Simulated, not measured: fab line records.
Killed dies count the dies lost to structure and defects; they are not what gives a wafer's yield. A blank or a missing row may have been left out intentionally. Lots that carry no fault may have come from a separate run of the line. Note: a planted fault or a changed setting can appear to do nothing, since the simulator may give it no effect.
Split-lot trial	flow n5_finfet	on a route of 1938 steps: 7 lots, 21 wafers read

SPLIT DETAILS
At N5_BEOL_M6_EXPOSE_25 (exposes mask V5, target cd 40 nm), the setting dose_mj was moved away from the recipe's 45 on 9 of the 21 wafers read, by -3.9% to +6.5%. For the rest of the wafers, this setting stayed at what the recipe calls for.

FROM THE SPLIT TO THE READING: what the file shows between them, 2 steps
- N5_BEOL_M6_PEB_26: peb time 60 s
- N5_BEOL_M6_DEVELOP_27: develop time 30 s

THE READING
cd_nm (nm) at N5_BEOL_M6_CD_MEAS_28, where the cd target is 40 nm. A value of 40.04 nm with a standard deviation of 0.22 nm is what fault-free wafers of this fab line usually give.

wafer	tool, chamber at the split	dose_mj as run	against the recipe	cd_nm, nm	against lot-mates on the recipe
L075.3	euv_scanner-01, 0	45	recipe	40.15	-
L075.4	euv_scanner-01, 0	47.94	+6.5%	41.43	+1.32
L075.5	euv_scanner-01, 0	45	recipe	40.08	-
L076.2	euv_scanner-01, 0	45	recipe	40.00	-
L076.3	euv_scanner-01, 0	45	recipe	40.02	-
L076.6	euv_scanner-01, 0	45	recipe	40.26	-
L085.2	euv_scanner-02, 0	45	recipe	40.03	-
L085.3	euv_scanner-02, 0	46.08	+2.4%	40.59	+0.46
L085.5	euv_scanner-02, 0	45	recipe	40.23	-
L086.3	euv_scanner-01, 0	45	recipe	40.20	-
L086.4	euv_scanner-01, 0	45	recipe	40.51	-
L086.6	euv_scanner-01, 0	45	recipe	40.39	-
L087.1	euv_scanner-02, 0	45	recipe	40.01	-
L087.2	euv_scanner-02, 0	47.63	+5.8%	41.11	+1.10
L087.4	euv_scanner-02, 0	47.63	+5.8%	41.51	+1.50
L090.2	euv_scanner-01, 0	43.25	-3.9%	38.88	no lot-mate on the recipe
L090.4	euv_scanner-01, 0	43.25	-3.9%	39.07	no lot-mate on the recipe
L090.5	euv_scanner-01, 0	43.25	-3.9%	38.94	no lot-mate on the recipe
L096.1	euv_scanner-02, 0	45	recipe	39.45	-
L096.2	euv_scanner-02, 0	43.38	-3.6%	38.86	-0.59
L096.3	euv_scanner-02, 0	43.38	-3.6%	39.42	-0.03

THE FIT
A straight line over all 21 wafers: cd_nm changes by +0.236 nm for each +1% of dose_mj; r = +0.95; the points scatter about the line by 0.25 nm.
The same after taking each lot's own level away (the mean of its wafers on the recipe; 18 wafers): +0.183 nm for each +1%; r = +0.94; scatter 0.2 nm.
That fit puts the effect of the largest move of dose_mj on the reading at 1.2 nm.
From 39.450 to 40.367 nm: that is the span of the lots' own levels, equal to 4.2 times the standard deviation above.
Thus the slope moves with the lot-to-lot level: the two fits are different.
Check: with one of the wafers moved furthest among these (+6.5%) left out of the fit, the line predicts +1.25 nm for it against its lot-mates. It came out at +1.32 nm against them.

THE WHOLE CHAIN: every reading that the file lists as answering this split, in the file's order
step	what it does	reading	change (the file's fit)	r (the file's)
N5_BEOL_M6_CD_MEAS_28	target cd 40 nm	cd_nm	+0.192 nm for each +1% of the setting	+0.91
N5_BEOL_M6_DESCUM_33	chemistry O2, time 7 s	BEOL_M6.cd_nm (the simulator's own value, which no gauge read)	+0.228 nm for each +1% of the setting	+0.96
N5_BEOL_M6_ETCH_65	etches SiARC in CF4, target depth 15.6 nm, time 26 s	BEOL_M6.cd_nm (the simulator's own value, which no gauge read)	+0.216 nm for each +1% of the setting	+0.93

FILE'S OWN FIT
cd_nm changes by +0.192 nm for each +1% of dose_mj, r = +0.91.
